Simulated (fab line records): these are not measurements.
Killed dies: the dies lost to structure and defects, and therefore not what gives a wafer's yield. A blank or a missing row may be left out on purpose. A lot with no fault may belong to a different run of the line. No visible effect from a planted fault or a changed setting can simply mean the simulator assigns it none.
fab line records + flow n5_finfet
record
- lots=5
- wafers=15
- last_day=17
route steps=1938 shown PMOS_HMC_CHANNEL_EPI@89 FIN_SAQP@90
lots untouched by any fault: they come from a run of this same line in which no faults occurred
start_h: the number of hours between the record's first day and the start of the first shown wafer of the lot + wait_h: hours from the lot's prior step to this one + " the same as in the row above + L1.1+2: several wafers, shown together as one row + - no value, or no start given + * or withheld: withheld + < > ~ a bound
route shown NAME@n: a module of which the file shows steps, and the number in the route of the first + usual: average and standard deviation across the fault-free wafers + same: alike in all rows + chamber/n: place in a boat + sites: per-site readings + _std_site: their standard deviation + _edge_site: the outer-site mean with the inner-site mean subtracted + radius_mm: for every site, how far away it sits from the centre of the wafer + mask NAME#n: copy n + behind: tool/chamber where the wafer was last shaped + hold: reason for holding the lot/hours on hold/outcome of the hold + device: whichever transistor did not switch (one of n, p or np) + end of line: tests of these same wafers at the route's end + where a step has no rows: the recipe by itself + killed: the dies lost at the first sort to structure and to defects; this is not the yield of the wafer + map: dies across one wafer; x = killed, . = not, _ = none there
set.NAME: setting as actually run; set.NAME@STEP: the setting as run at that earlier step + model.NAME: the simulator's own value behind a step, which no gauge read
certain route steps with their lots: each step a table, each wafer a row
services: from which hour (start_h, from the record's first day; less than 0 if before it) a tool's chamber was out of use, for how many hours, and why
## steps
# step N5_PMOS_HMC_CHANNEL_EPI_INSPECT_30
# recipe
- inspect_instrument=darkfield
- mode=post_epi
# usual
- raw_defect_count=19/6.2
| lot.wafer | tool              | chamber | start_h | wait_h | raw_defect_count |
|-----------|-------------------|---------|---------|--------|------------------|
| L075.4    | defect_inspect-02 | -       | 26.00   | 0.0    | 24               |
| L075.5    | "                 | -       | "       | "      | 37               |
| L075.6    | "                 | -       | "       | "      | 23               |
| L079.2    | defect_inspect-01 | -       | 50.59   | 0.0    | 28               |
| L079.3    | "                 | -       | "       | "      | 23               |
| L079.5    | "                 | -       | "       | "      | 27               |
| L080.1    | defect_inspect-02 | -       | 56.15   | 0.0    | 25               |
| L080.2    | "                 | -       | "       | "      | 19               |
| L080.3    | "                 | -       | "       | "      | 30               |
| L093.2    | defect_inspect-02 | -       | 136.65  | 0.0    | 15               |
| L093.3    | "                 | -       | "       | "      | 20               |
| L093.5    | "                 | -       | "       | "      | 15               |
| L097.4    | defect_inspect-01 | -       | 160.86  | 0.0    | 17               |
| L097.5    | "                 | -       | "       | "      | 17               |
| L097.6    | "                 | -       | "       | "      | 16               |
# step N5_FIN_SAQP_PRECLEAN_42
# recipe
- chemistry=O3/DIW
- time_s=60
- temp_c=22
- o3_ppm=10
| lot.wafer  | tool         | chamber | start_h | wait_h |
|------------|--------------|---------|---------|--------|
| L075.4+5+6 | wet_bench-04 | 7,0,1   | 26.03   | 0.0    |
| L079.2+3+5 | wet_bench-05 | 4,2,5   | 50.62   | 0.0    |
| L080.1+2+3 | wet_bench-04 | 6,4,5   | 56.17   | 0.0    |
| L093.2+3+5 | wet_bench-04 | 0,5,1   | 136.67  | 0.0    |
| L097.4+5+6 | wet_bench-04 | 1,4,5   | 160.88  | 0.0    |
# step N5_FIN_SAQP_PRECLEAN_00
# recipe
- chemistry=SC1
- time_s=60
- temp_c=55
- mix=1:2:50
| lot.wafer  | tool         | chamber | start_h | wait_h |
|------------|--------------|---------|---------|--------|
| L075.4+5+6 | wet_bench-04 | 7,0,1   | 26.05   | 0.0    |
| L079.2+3+5 | wet_bench-05 | 4,2,5   | 50.64   | 0.0    |
| L080.1+2+3 | wet_bench-04 | 6,4,5   | 56.19   | 0.0    |
| L093.2+3+5 | wet_bench-04 | 0,5,1   | 136.69  | 0.0    |
| L097.4+5+6 | wet_bench-04 | 1,4,5   | 160.90  | 0.0    |
# step N5_FIN_SAQP_PRECLEAN_44
# recipe
- chemistry=SC2
- time_s=45
- temp_c=35
- mix=1:1:50
| lot.wafer  | tool         | chamber | start_h | wait_h |
|------------|--------------|---------|---------|--------|
| L075.4+5+6 | wet_bench-04 | 7,0,1   | 26.07   | 0.0    |
| L079.2+3+5 | wet_bench-05 | 4,2,5   | 50.65   | 0.0    |
| L080.1+2+3 | wet_bench-04 | 6,4,5   | 56.21   | 0.0    |
| L093.2+3+5 | wet_bench-04 | 0,5,1   | 136.71  | 0.0    |
| L097.4+5+6 | wet_bench-04 | 1,4,5   | 160.92  | 0.0    |
# step N5_FIN_SAQP_SRD_01
# recipe
- dry=ipa_marangoni
- time_s=30
- temp_c=23
- rinse_liquid=diw
| lot.wafer  | tool         | chamber | start_h | wait_h |
|------------|--------------|---------|---------|--------|
| L075.4+5+6 | wet_bench-04 | 7,0,1   | 26.08   | 0.0    |
| L079.2+3+5 | wet_bench-05 | 4,2,5   | 50.66   | 0.0    |
| L080.1+2+3 | wet_bench-04 | 6,4,5   | 56.22   | 0.0    |
| L093.2+3+5 | wet_bench-04 | 0,5,1   | 136.72  | 0.0    |
| L097.4+5+6 | wet_bench-04 | 1,4,5   | 160.93  | 0.0    |
# step N5_FIN_SAQP_ALD_61
# recipe
- material=SiO2
- target_thk_a=40
- temp_c=300
- ald_precursor_family=BDEAS
- ald_co_reactant=O2-plasma
- pulse_time_s=1
- purge_time_s=2
- co_reactant_purge_time_s=2
- ald_cycles=43
- pressure_torr=2
# usual
- heater_power_w=472/39
- precursor_pulse_height_rel=1.001/0.021
- susceptor_temp_C=299.99/0.19
| lot.wafer | tool       | chamber | start_h | wait_h | heater_power_w | precursor_pulse_height_rel | susceptor_temp_C |
|-----------|------------|---------|---------|--------|----------------|----------------------------|------------------|
| L075.4    | ald_sin-03 | 3       | 26.27   | 0.2    | 499            | 1.030                      | 300.04           |
| L075.5    | "          | 2       | "       | "      | 484            | 0.966                      | 300.02           |
| L075.6    | "          | 1       | "       | "      | 500            | 0.983                      | 300.06           |
| L079.2    | ald_sin-03 | 2       | 50.71   | 0.0    | 490            | 0.978                      | 299.91           |
| L079.3    | "          | 0       | "       | "      | 422            | 0.959                      | 299.93           |
| L079.5    | "          | 0       | "       | "      | 432            | 0.988                      | 299.67           |
| L080.1    | ald_sin-03 | 2       | 56.27   | 0.0    | 486            | 1.020                      | 299.67           |
| L080.2    | "          | 0       | "       | "      | 425            | 1.045                      | 300.16           |
| L080.3    | "          | 3       | "       | "      | 506            | 1.018                      | 300.05           |
| L093.2    | ald_sin-04 | 3       | 136.81  | 0.1    | 462            | 1.017                      | 299.79           |
| L093.3    | "          | 0       | "       | "      | 472            | 1.035                      | 299.87           |
| L093.5    | "          | 1       | "       | "      | 500            | 1.029                      | 299.85           |
| L097.4    | ald_sin-04 | 1       | 161.78  | 0.8    | 511            | 1.043                      | 300.02           |
| L097.5    | "          | 1       | "       | "      | 498            | 1.013                      | 299.99           |
| L097.6    | "          | 2       | "       | "      | 467            | 1.015                      | 299.67           |
# step N5_FIN_SAQP_DENSIFY_62
# recipe
- temp_c=700
- time_s=60
- ambient=N2
- idle_temp_c=600
- ramp_up_c_per_s=150
- ramp_down_c_per_s=60
- cool_to_c=600
# usual
- lamp_power_pct=9.86/0.054
- lamp_zone_1_pct=9.845/0.01
- lamp_zone_6_pct=9.771/0.0088
- lamp_zone_7_pct=10.265/0.0094
- wafer_temp_C_max=703.2/0.63
| lot.wafer | tool          | chamber | start_h | wait_h | lamp_power_pct | lamp_zone_1_pct | lamp_zone_6_pct | lamp_zone_7_pct | wafer_temp_C_max |
|-----------|---------------|---------|---------|--------|----------------|-----------------|-----------------|-----------------|------------------|
| L075.4    | rtp_anneal-01 | 0       | 26.56   | 0.2    | 9.92           | 9.840           | 9.769           | 10.278          | 702.6            |
| L075.5    | "             | 0       | "       | "      | 9.91           | 9.848           | 9.762           | 10.270          | 703.0            |
| L075.6    | "             | 0       | "       | "      | 9.82           | 9.856           | 9.778           | 10.262          | 703.1            |
| L079.2    | rtp_anneal-02 | 0       | 51.18   | 0.4    | 9.95           | 9.849           | 9.762           | 10.262          | 702.8            |
| L079.3    | "             | 0       | "       | "      | 9.83           | 9.832           | 9.747           | 10.268          | 703.0            |
| L079.5    | "             | 0       | "       | "      | 9.85           | 9.839           | 9.764           | 10.275          | 704.2            |
| L080.1    | rtp_anneal-02 | 0       | 56.47   | 0.1    | 9.88           | 9.856           | 9.769           | 10.270          | 703.2            |
| L080.2    | "             | 0       | "       | "      | 9.83           | 9.853           | 9.791           | 10.265          | 704.3            |
| L080.3    | "             | 0       | "       | "      | 9.85           | 9.849           | 9.767           | 10.251          | 703.8            |
| L093.2    | rtp_anneal-01 | 0       | 137.04  | 0.1    | 9.82           | 9.847           | 9.757           | 10.269          | 703.2            |
| L093.3    | "             | 0       | "       | "      | 9.82           | 9.850           | 9.771           | 10.255          | 704.2            |
| L093.5    | "             | 0       | "       | "      | 9.91           | 9.838           | 9.760           | 10.268          | 702.8            |
| L097.4    | rtp_anneal-02 | 0       | 162.28  | 0.4    | 9.87           | 9.832           | 9.762           | 10.263          | 703.3            |
| L097.5    | "             | 0       | "       | "      | 9.74           | 9.844           | 9.768           | 10.271          | 702.5            |
| L097.6    | "             | 0       | "       | "      | 9.87           | 9.842           | 9.778           | 10.284          | 703.2            |
# step N5_FIN_SAQP_HM_DEP_03
# recipe
- material=SiNx
- target_thk_a=380
- temp_c=400
- precursor=SiH4/NH3/N2
- pressure_torr=1.5
- rf_w=300
- time_s=33.6
# usual
- heater_power_w=788/140
- showerhead_plenum_p_Torr=5.16/0.049
- susceptor_temp_C=399.99/0.23
- throttle_valve_pct=39.3/2.1
| lot.wafer | tool     | chamber | start_h | wait_h | heater_power_w | showerhead_plenum_p_Torr | susceptor_temp_C | throttle_valve_pct |
|-----------|----------|---------|---------|--------|----------------|--------------------------|------------------|--------------------|
| L075.4    | pecvd-01 | 1       | 26.73   | 0.1    | 915            | 5.12                     | 399.85           | 41.4               |
| L075.5    | "        | 2       | "       | "      | 634            | 5.15                     | 400.50           | 38.1               |
| L075.6    | "        | 0       | "       | "      | 838            | 5.13                     | 399.81           | 40.4               |
| L079.2    | pecvd-02 | 2       | 51.37   | 0.2    | 896            | 5.14                     | 400.04           | 34.8               |
| L079.3    | "        | 1       | "       | "      | 703            | 5.17                     | 399.91           | 41.0               |
| L079.5    | "        | 0       | "       | "      | 666            | 5.24                     | 400.14           | 39.8               |
| L080.1    | pecvd-01 | 1       | 56.69   | 0.2    | 929            | 5.13                     | 399.94           | 41.4               |
| L080.2    | "        | 0       | "       | "      | 805            | 5.13                     | 400.05           | 40.7               |
| L080.3    | "        | 2       | "       | "      | 633            | 5.17                     | 400.21           | 37.9               |
| L093.2    | pecvd-01 | 0       | 137.23  | 0.2    | 815            | 5.12                     | 399.84           | 40.1               |
| L093.3    | "        | 1       | "       | "      | 992            | 5.11                     | 399.81           | 41.2               |
| L093.5    | "        | 2       | "       | "      | 653            | 5.16                     | 399.65           | 38.8               |
| L097.4    | pecvd-03 | 2       | 162.43  | 0.1    | 927            | 5.13                     | 400.05           | 38.0               |
| L097.5    | "        | 0       | "       | "      | 746            | 5.25                     | 399.94           | 39.1               |
| L097.6    | "        | 1       | "       | "      | 962            | 5.05                     | 400.15           | 42.0               |
# step N5_FIN_SAQP_THK_MEAS_05
# usual
- thk_nm=38.1/0.43
| lot.wafer | tool          | chamber | start_h | wait_h | thk_nm |
|-----------|---------------|---------|---------|--------|--------|
| L075.4    | film_metro-01 | -       | 26.79   | 0.0    | 38.4   |
| L075.5    | "             | -       | "       | "      | 38.0   |
| L075.6    | "             | -       | "       | "      | 37.7   |
| L079.2    | film_metro-02 | -       | 51.46   | 0.1    | 38.2   |
| L079.3    | "             | -       | "       | "      | 38.1   |
| L079.5    | "             | -       | "       | "      | 38.5   |
| L080.1    | film_metro-01 | -       | 56.77   | 0.1    | 38.7   |
| L080.2    | "             | -       | "       | "      | 38.5   |
| L080.3    | "             | -       | "       | "      | 38.3   |
| L093.2    | film_metro-01 | -       | 137.32  | 0.1    | 38.2   |
| L093.3    | "             | -       | "       | "      | 38.1   |
| L093.5    | "             | -       | "       | "      | 39.1   |
| L097.4    | film_metro-02 | -       | 162.49  | 0.0    | 38.3   |
| L097.5    | "             | -       | "       | "      | 38.2   |
| L097.6    | "             | -       | "       | "      | 38.7   |
# step N5_FIN_SAQP_PECVD_47
# recipe
- material=a-Si
- target_thk_a=450
- temp_c=400
- precursor=SiH4/He
- pressure_torr=3
- rf_w=100
- time_s=36.3
# usual
- heater_power_w=857/140
- showerhead_plenum_p_Torr=5.68/0.036
- susceptor_temp_C=399.99/0.22
- throttle_valve_pct=18.0/0.88
| lot.wafer | tool     | chamber | start_h | wait_h | heater_power_w | showerhead_plenum_p_Torr | susceptor_temp_C | throttle_valve_pct |
|-----------|----------|---------|---------|--------|----------------|--------------------------|------------------|--------------------|
| L075.4    | pecvd-01 | 1       | 26.85   | 0.1    | 934            | 5.65                     | 399.54           | 19.0               |
| L075.5    | "        | 0       | "       | "      | 883            | 5.65                     | 399.96           | 18.5               |
| L075.6    | "        | 2       | "       | "      | 746            | 5.68                     | 399.84           | 17.5               |
| L079.2    | pecvd-01 | 0       | 51.49   | 0.0    | 867            | 5.67                     | 400.05           | 18.4               |
| L079.3    | "        | 2       | "       | "      | 621            | 5.69                     | 399.81           | 17.3               |
| L079.5    | "        | 1       | "       | "      | 1058           | 5.64                     | 399.69           | 18.8               |
| L080.1    | pecvd-03 | 2       | 56.81   | 0.0    | 950            | 5.67                     | 400.01           | 17.3               |
| L080.2    | "        | 0       | "       | "      | 825            | 5.75                     | 400.18           | 17.9               |
| L080.3    | "        | 1       | "       | "      | 930            | 5.62                     | 400.35           | 18.9               |
| L093.2    | pecvd-03 | 0       | 137.35  | 0.0    | 717            | 5.73                     | 399.84           | 17.5               |
| L093.3    | "        | 1       | "       | "      | 970            | 5.63                     | 400.22           | 19.1               |
| L093.5    | "        | 2       | "       | "      | 1061           | 5.67                     | 400.50           | 17.4               |
| L097.4    | pecvd-02 | 0       | 162.54  | 0.1    | 629            | 5.72                     | 400.23           | 18.1               |
| L097.5    | "        | 1       | "       | "      | 720            | 5.68                     | 400.16           | 18.6               |
| L097.6    | "        | 2       | "       | "      | 952            | 5.68                     | 399.94           | 16.0               |
# step N5_FIN_SAQP_PECVD_48
# recipe
- material=SiNx
- target_thk_a=250
- temp_c=400
- precursor=SiH4/NH3/N2
- pressure_torr=1.5
- rf_w=300
- time_s=22.1
# usual
- heater_power_w=797/140
- showerhead_plenum_p_Torr=5.16/0.048
- susceptor_temp_C=399.99/0.24
- throttle_valve_pct=39.4/2
| lot.wafer | tool     | chamber | start_h | wait_h | heater_power_w | showerhead_plenum_p_Torr | susceptor_temp_C | throttle_valve_pct |
|-----------|----------|---------|---------|--------|----------------|--------------------------|------------------|--------------------|
| L075.4    | pecvd-01 | 1       | 26.89   | 0.0    | 923            | 5.11                     | 400.22           | 41.3               |
| L075.5    | "        | 0       | "       | "      | 817            | 5.14                     | 399.97           | 40.2               |
| L075.6    | "        | 2       | "       | "      | 652            | 5.16                     | 400.01           | 38.2               |
| L079.2    | pecvd-01 | 0       | 51.53   | 0.0    | 769            | 5.13                     | 400.06           | 40.4               |
| L079.3    | "        | 2       | "       | "      | 623            | 5.15                     | 399.80           | 37.9               |
| L079.5    | "        | 1       | "       | "      | 945            | 5.12                     | 399.52           | 41.3               |
| L080.1    | pecvd-03 | 2       | 56.85   | 0.0    | 837            | 5.14                     | 399.94           | 37.6               |
| L080.2    | "        | 0       | "       | "      | 750            | 5.26                     | 400.13           | 38.6               |
| L080.3    | "        | 1       | "       | "      | 996            | 5.08                     | 400.14           | 41.6               |
| L093.2    | pecvd-03 | 0       | 137.39  | 0.0    | 700            | 5.25                     | 400.08           | 38.9               |
| L093.3    | "        | 1       | "       | "      | 902            | 5.07                     | 399.82           | 41.5               |
| L093.5    | "        | 2       | "       | "      | 969            | 5.12                     | 400.27           | 37.8               |
| L097.4    | pecvd-02 | 0       | 162.59  | 0.0    | 676            | 5.24                     | 399.76           | 39.6               |
| L097.5    | "        | 1       | "       | "      | 752            | 5.15                     | 399.98           | 41.3               |
| L097.6    | "        | 2       | "       | "      | 883            | 5.16                     | 399.98           | 35.4               |
# step N5_FIN_SAQP_PECVD_06
# recipe
- material=a-Si
- target_thk_a=600
- temp_c=400
- precursor=SiH4/He
- pressure_torr=3
- rf_w=100
- time_s=48.1
# usual
- heater_power_w=856/130
- showerhead_plenum_p_Torr=5.68/0.037
- susceptor_temp_C=399.99/0.23
- throttle_valve_pct=18.0/0.88
| lot.wafer | tool     | chamber | start_h | wait_h | heater_power_w | showerhead_plenum_p_Torr | susceptor_temp_C | throttle_valve_pct |
|-----------|----------|---------|---------|--------|----------------|--------------------------|------------------|--------------------|
| L075.4    | pecvd-01 | 1       | 26.93   | 0.0    | 978            | 5.66                     | 400.13           | 19.2               |
| L075.5    | "        | 0       | "       | "      | 882            | 5.66                     | 399.63           | 18.4               |
| L075.6    | "        | 2       | "       | "      | 710            | 5.67                     | 399.77           | 17.4               |
| L079.2    | pecvd-01 | 0       | 51.57   | 0.0    | 779            | 5.67                     | 399.70           | 18.4               |
| L079.3    | "        | 2       | "       | "      | 683            | 5.69                     | 399.89           | 17.4               |
| L079.5    | "        | 1       | "       | "      | 1026           | 5.65                     | 400.52           | 19.1               |
| L080.1    | pecvd-03 | 2       | 56.89   | 0.0    | 976            | 5.64                     | 400.30           | 17.2               |
| L080.2    | "        | 0       | "       | "      | 715            | 5.74                     | 399.74           | 17.5               |
| L080.3    | "        | 1       | "       | "      | 1000           | 5.61                     | 400.16           | 19.0               |
| L093.2    | pecvd-03 | 0       | 137.43  | 0.0    | 804            | 5.73                     | 399.82           | 17.8               |
| L093.3    | "        | 1       | "       | "      | 949            | 5.62                     | 399.93           | 18.9               |
| L093.5    | "        | 2       | "       | "      | 1065           | 5.66                     | 400.01           | 17.3               |
| L097.4    | pecvd-02 | 0       | 162.63  | 0.0    | 729            | 5.74                     | 399.73           | 18.0               |
| L097.5    | "        | 1       | "       | "      | 762            | 5.69                     | 399.92           | 18.8               |
| L097.6    | "        | 2       | "       | "      | 1001           | 5.67                     | 400.05           | 16.2               |
# step N5_FIN_SAQP_THK_MEAS_07
# usual
- thk_nm=60.1/0.74
| lot.wafer | tool          | chamber | start_h | wait_h | thk_nm |
|-----------|---------------|---------|---------|--------|--------|
| L075.4    | film_metro-02 | -       | 27.00   | 0.0    | 60.7   |
| L075.5    | "             | -       | "       | "      | 60.4   |
| L075.6    | "             | -       | "       | "      | 60.5   |
| L079.2    | film_metro-02 | -       | 51.66   | 0.1    | 58.9   |
| L079.3    | "             | -       | "       | "      | 59.2   |
| L079.5    | "             | -       | "       | "      | 59.9   |
| L080.1    | film_metro-01 | -       | 56.98   | 0.1    | 61.2   |
| L080.2    | "             | -       | "       | "      | 59.5   |
| L080.3    | "             | -       | "       | "      | 59.5   |
| L093.2    | film_metro-02 | -       | 137.52  | 0.1    | 59.4   |
| L093.3    | "             | -       | "       | "      | 59.6   |
| L093.5    | "             | -       | "       | "      | 61.7   |
| L097.4    | film_metro-02 | -       | 162.70  | 0.0    | 60.6   |
| L097.5    | "             | -       | "       | "      | 60.3   |
| L097.6    | "             | -       | "       | "      | 60.2   |
## services
| tool       | chamber | start_h | hours | kind           |
|------------|---------|---------|-------|----------------|
| ald_sin-03 | 0       | 8.65    | -     | clean          |
| ald_sin-03 | 1       | 8.65    | -     | clean          |
| ald_sin-03 | 2       | 8.65    | -     | clean          |
| ald_sin-03 | 3       | 8.65    | -     | clean          |
| ald_sin-03 | -       | 15.42   | 1.7   | repair         |
| ald_sin-04 | 2       | 15.67   | 2.9   | repair         |
| pecvd-01   | 0       | 39.57   | 5.5   | scheduled_down |
| ald_sin-03 | 3       | 41.01   | 7.4   | repair         |
| ald_sin-04 | 1       | 44.29   | 13.1  | repair         |
| pecvd-01   | 2       | 45.03   | 2.1   | scheduled_down |
| pecvd-02   | 2       | 66.01   | 7.8   | repair         |
| pecvd-01   | 1       | 73.08   | 5.5   | scheduled_down |
| pecvd-01   | 0       | 78.76   | 2.1   | scheduled_down |
| ald_sin-04 | -       | 80.53   | 2.8   | pm             |
| pecvd-03   | 1       | 98.79   | 5.5   | scheduled_down |
| pecvd-01   | 0       | 99.99   | 13.4  | repair         |
| pecvd-02   | 0       | 128.09  | 4.4   | repair         |
| ald_sin-03 | 2       | 129.97  | 7.7   | repair         |
| ald_sin-04 | -       | 147.83  | 1.5   | repair         |
## key
fault none
